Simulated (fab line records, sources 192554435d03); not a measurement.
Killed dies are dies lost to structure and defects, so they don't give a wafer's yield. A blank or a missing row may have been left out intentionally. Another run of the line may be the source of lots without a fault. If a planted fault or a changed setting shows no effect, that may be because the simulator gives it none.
fab line records | flow n5_finfet | part 2 of 2: steps 25 to 37 of 37
[record] lots = 5 wafers = 15 last_day = 18
route steps=1938 shown SD_EPI_P@319 SD_ACTIVATION@330 ILD0@335 SDB@347
lots with no fault: from the same line, run without faults
start_h: hours from the record's first day to the start of the lot's first wafer shown | wait_h: how many hours have passed since the lot's step before this one | " the same as in the row above | L1.1+2: several wafers, shown together as one row | - no value present, or no start provided | * or withheld: withheld | < > ~ a bound
route shown NAME@n: a module of which the file shows steps, and the number in the route of the first | usual: average and standard deviation across the fault-free wafers | same: alike in all rows | chamber/n: place in a boat | sites: per-site readings | _std_site: the values' standard deviation | _edge_site: the outer-site mean with the inner-site mean subtracted | radius_mm: for every site, how far away it sits from the centre of the wafer | mask NAME#n: copy n | behind: tool/chamber where the wafer was last shaped | hold: cause of the lot's hold/its duration in hours/its outcome | device: the transistor (n, p or np) that didn't switch | end of line: tests of these same wafers at the route's end | a step given without rows: its recipe and nothing more | killed: count of dies lost to structure and defects at first sort (not the wafer's yield) | map: the dies of a wafer, with x for killed, . for not killed, _ for no die there
set.NAME: the setting the step ran with; set.NAME@STEP: the setting that earlier step ran with | model.NAME: the simulator's own value behind a step, which no gauge read
lots at some steps of the route; a table a step, a row a wafer
services: when a tool's chamber went out of use (start_h, in hours from the record's first day, below 0 if earlier), for how many hours, and the reason
[[steps]]
[step N5_ILD0_CMP_12]
[recipe] stop_on = poly-Si material = SiNx t_overpolish_s = 6 post_cmp_clean = alkaline_brush down_force_psi = 2.5 platen_rpm = 51.8 pad_velocity_m_s = 1.0307 target_thk_nm = 17.67
[usual] motor_current_A = 9.4/0.83 overpolish_run_s = 6.000/0.0087 slurry_filter_dp_kPa = 13.51/0.14 time_to_endpoint_s = 27.4/2.8
// columns lot.wafer tool chamber start_h wait_h motor_current_A overpolish_run_s slurry_filter_dp_kPa time_to_endpoint_s
L074.4 cmp-03 3 64.81 0.1 8.1 6.002 13.52 26.9
L074.1 " 0 " " 9.4 6.001 13.80 20.9
L074.6 " 3 " " 8.2 6.013 13.39 25.6
L081.1 cmp-03 2 108.79 1.2 10.3 5.986 13.27 22.2
L081.6 " 3 " " 8.4 6.011 13.24 28.5
L081.5 " 0 " " 9.5 6.012 13.57 22.5
L090.3 cmp-04 3 160.76 1.2 10.2 6.008 13.53 27.7
L090.2 " 0 " " 9.0 6.020 13.57 31.3
L090.6 " 2 " " 8.8 6.004 13.42 27.6
L093.4 cmp-04 1 179.62 1.1 9.7 5.989 13.48 28.3
L093.3 " 3 " " 9.7 6.007 13.47 29.2
L093.1 " 0 " " 8.7 5.999 13.51 30.6
L096.1 cmp-02 0 198.41 1.1 9.9 5.989 13.63 29.1
L096.2 " 1 " " 9.6 6.011 13.34 25.5
L096.6 " 0 " " 9.2 6.012 13.40 27.4
[step N5_ILD0_THK_MEAS_13]
[usual] thk_nm = 17.0/1.1
// columns lot.wafer tool chamber start_h wait_h thk_nm
L074.1 film_metro-02 - 65.06 - 14.8
L074.4 " - " " 17.1
L074.6 " - " " 16.5
L081.1 film_metro-02 - 108.98 - 15.3
L081.5 " - " " 15.0
L081.6 " - " " 16.8
L090.2 film_metro-01 - 161.02 - 18.9
L090.3 " - " " 17.4
L090.6 " - " " 17.0
L093.1 film_metro-01 - 179.91 - 17.6
L093.3 " - " " 18.6
L093.4 " - " " 18.1
L096.1 film_metro-02 - 198.70 - 16.8
L096.2 " - " " 15.8
L096.6 " - " " 17.1
[step N5_ILD0_INSPECT_06]
[recipe] inspect_instrument = darkfield mode = post_cmp
[usual] raw_defect_count = 36/17
// columns lot.wafer tool chamber start_h wait_h raw_defect_count
L074.1 defect_inspect-01 - 65.09 0.0 31
L074.4 " - " " 21
L074.6 " - " " 37
L081.1 defect_inspect-01 - 109.00 0.0 37
L081.5 " - " " 18
L081.6 " - " " 25
L090.2 defect_inspect-02 - 161.04 0.0 28
L090.3 " - " " 33
L090.6 " - " " 55
L093.1 defect_inspect-01 - 179.94 0.0 47
L093.3 " - " " 40
L093.4 " - " " 25
L096.1 defect_inspect-02 - 198.73 0.0 42
L096.2 " - " " 28
L096.6 " - " " 44
[step N5_SDB_HM_DEP_00]
[recipe] material = SiNx target_thk_a = 400 temp_c = 400 precursor = SiH4/NH3/N2 pressure_torr = 1.5 rf_w = 300 time_s = 35.3
[usual] heater_power_w = 874/120 showerhead_plenum_p_Torr = 5.11/0.039 susceptor_temp_C = 399.98/0.24 throttle_valve_pct = 39.6/1.7
// columns lot.wafer tool chamber start_h wait_h heater_power_w showerhead_plenum_p_Torr since_wet_clean_h susceptor_temp_C throttle_valve_pct
L074.1 pecvd-01 2 65.13 0.0 887 5.12 196 399.65 37.1
L074.4 " 1 " " 952 5.06 - 399.80 41.1
L074.6 " 2 " " 890 5.10 - 399.90 37.0
L081.1 pecvd-03 1 109.04 0.0 1036 5.13 1900 399.91 39.0
L081.5 " 2 " " 917 5.14 - 400.16 36.9
L081.6 " 0 " " 750 5.06 - 400.15 41.7
L090.2 pecvd-01 2 161.08 0.0 999 5.11 292 399.82 37.3
L090.3 " 0 " " 885 5.18 1046 399.88 41.0
L090.6 " 1 " " 996 5.06 - 400.18 41.1
L093.1 pecvd-03 0 179.97 0.0 708 5.08 1246 400.08 41.9
L093.3 " 2 " " 822 5.13 492 399.94 36.9
L093.4 " 1 " " 1042 5.14 - 400.21 39.1
L096.1 pecvd-01 1 198.77 0.0 894 5.06 1809 399.63 41.1
L096.2 " 2 " " 1050 5.10 330 400.28 37.4
L096.6 " 1 " " 895 5.06 - 399.67 41.2
[step N5_SDB_COAT_03]
[recipe] resist = SOC temp_c = 250 time_s = 60 spin_rpm = 1500 resist_thk_nm = 100
// columns lot.wafer tool chamber start_h wait_h
L074.1+4+6 litho_track-02 0 65.22 0.1
L081.1+5+6 litho_track-02 0 109.12 0.1
L090.2+3+6 litho_track-02 0 161.16 0.1
L093.1+3+4 litho_track-01 0 180.06 0.1
L096.1+2+6 litho_track-01 0 198.85 0.1
[step N5_SDB_COAT_04]
[recipe] resist = SiARC temp_c = 220 time_s = 60 spin_rpm = 1500 resist_thk_nm = 18
// columns lot.wafer tool chamber start_h wait_h
L074.1+4+6 litho_track-02 0 - -
L081.1+5+6 litho_track-02 0 - -
L090.2+3+6 litho_track-02 0 - -
L093.1+3+4 litho_track-01 0 - -
L096.1+2+6 litho_track-01 0 - -
[step N5_SDB_COAT_05]
[recipe] resist = CAR-ArF spin_rpm = 1500 resist_thk_nm = 90
// columns lot.wafer tool chamber start_h wait_h
L074.1+4+6 litho_track-02 0 - -
L081.1+5+6 litho_track-02 0 - -
L090.2+3+6 litho_track-02 0 - -
L093.1+3+4 litho_track-01 0 - -
L096.1+2+6 litho_track-01 0 - -
[step N5_SDB_EBR_07]
[recipe] solvent = PGMEA ebr_width_mm = 1.5
// columns lot.wafer tool chamber start_h wait_h
L074.1+4+6 litho_track-02 0 - -
L081.1+5+6 litho_track-02 0 - -
L090.2+3+6 litho_track-02 0 - -
L093.1+3+4 litho_track-01 0 - -
L096.1+2+6 litho_track-01 0 - -
[step N5_SDB_SOFTBAKE_06]
[recipe] temp_c = 110 time_s = 60 resist = CAR-ArF
// columns lot.wafer tool chamber start_h wait_h
L074.1+4+6 litho_track-02 0 - -
L081.1+5+6 litho_track-02 0 - -
L090.2+3+6 litho_track-02 0 - -
L093.1+3+4 litho_track-01 0 - -
L096.1+2+6 litho_track-01 0 - -
[step N5_SDB_EXPOSE_08]
[recipe] mask_id = SDB na = 1.35 source_shape = conventional sigma_outer = 0.5 polarization = unpolarized dose_mj = 49.6
// columns lot.wafer tool chamber start_h wait_h mask
L074.1+4+6 arfi_scanner-02 0 65.46 - SDB#0
L081.1+5+6 arfi_scanner-01 0 109.36 - SDB#0
L090.2+3+6 arfi_scanner-03 0 161.41 - SDB#0
L093.1+3+4 arfi_scanner-01 0 180.30 - SDB#0
L096.1+2+6 arfi_scanner-03 0 199.09 - SDB#0
[step N5_SDB_PEB_09]
[recipe] peb_temp_c = withheld peb_time_s = 60 resist = CAR-ArF
// columns lot.wafer tool chamber start_h wait_h
L074.1+4+6 litho_track-02 0 65.52 0.1
L081.1+5+6 litho_track-01 0 109.42 0.1
L090.2+3+6 litho_track-02 0 161.46 0.0
L093.1+3+4 litho_track-02 0 180.36 0.1
L096.1+2+6 litho_track-02 0 199.15 0.1
[step N5_SDB_DEVELOP_10]
[recipe] develop_time_s = 30 developer = TMAH resist = CAR-ArF rinse_liquid = diw dry = air_spin dev_temp_c = 23
// columns lot.wafer tool chamber start_h wait_h
L074.1+4+6 litho_track-02 0 - -
L081.1+5+6 litho_track-01 0 - -
L090.2+3+6 litho_track-02 0 - -
L093.1+3+4 litho_track-02 0 - -
L096.1+2+6 litho_track-02 0 - -
[step N5_SDB_CD_MEAS_11]
[recipe] target_cd_nm = 50 landing_energy_ev = 500 detector = se_inlens polarity = opening
[usual] cd_nm = 50.0/1.1
// columns lot.wafer tool chamber start_h wait_h cd_nm
L074.1 cd_sem-01 0 65.59 - 50.8
L074.4 " 0 " " 52.2
L074.6 " 0 " " 50.9
L081.1 cd_sem-02 0 109.49 - 51.7
L081.5 " 0 " " 49.3
L081.6 " 0 " " 50.3
L090.2 cd_sem-01 0 161.54 - 48.5
L090.3 " 0 " " 50.7
L090.6 " 0 " " 49.7
L093.1 cd_sem-01 0 180.43 - 49.1
L093.3 " 0 " " 49.2
L093.4 " 0 " " 49.7
L096.1 cd_sem-03 0 199.22 - 49.2
L096.2 " 0 " " 49.9
L096.6 " 0 " " 49.6
[[services]]
// columns tool chamber start_h hours kind
cmp-04 - 35.50 1.2 repair
arfi_scanner-01 - 43.27 1.0 pm
cmp-03 - 45.59 3.8 repair
epi_rpcvd-02 - 48.07 0.6 repair
cmp-02 - 48.40 1.1 repair
cmp-03 - 54.40 4.0 pm
arfi_scanner-03 - 56.79 1.3 pm
arfi_scanner-03 - 60.60 1.0 pm
ald_sin-04 0 61.54 4.6 repair
cmp-04 - 63.76 2.9 pm
wet_bench-06 - 67.58 1.9 pm
cmp-03 - 76.09 4.0 pm
cmp-04 - 83.76 1.3 repair
cmp-03 - 84.01 0.3 repair
cmp-02 - 84.60 2.7 repair
fcvd-01 - 92.37 0.5 repair
cmp-04 - 98.61 0.2 repair
laser_anneal-01 - 125.30 1.9 pm
cmp-02 - 126.23 4.0 pm
epi_rpcvd-01 - 126.69 8.1 pm
fcvd-01 - 128.62 1.0 repair
cmp-03 - 153.40 0.4 repair
cmp-02 - 161.57 13.1 pm
pecvd-01 2 187.26 6.8 repair
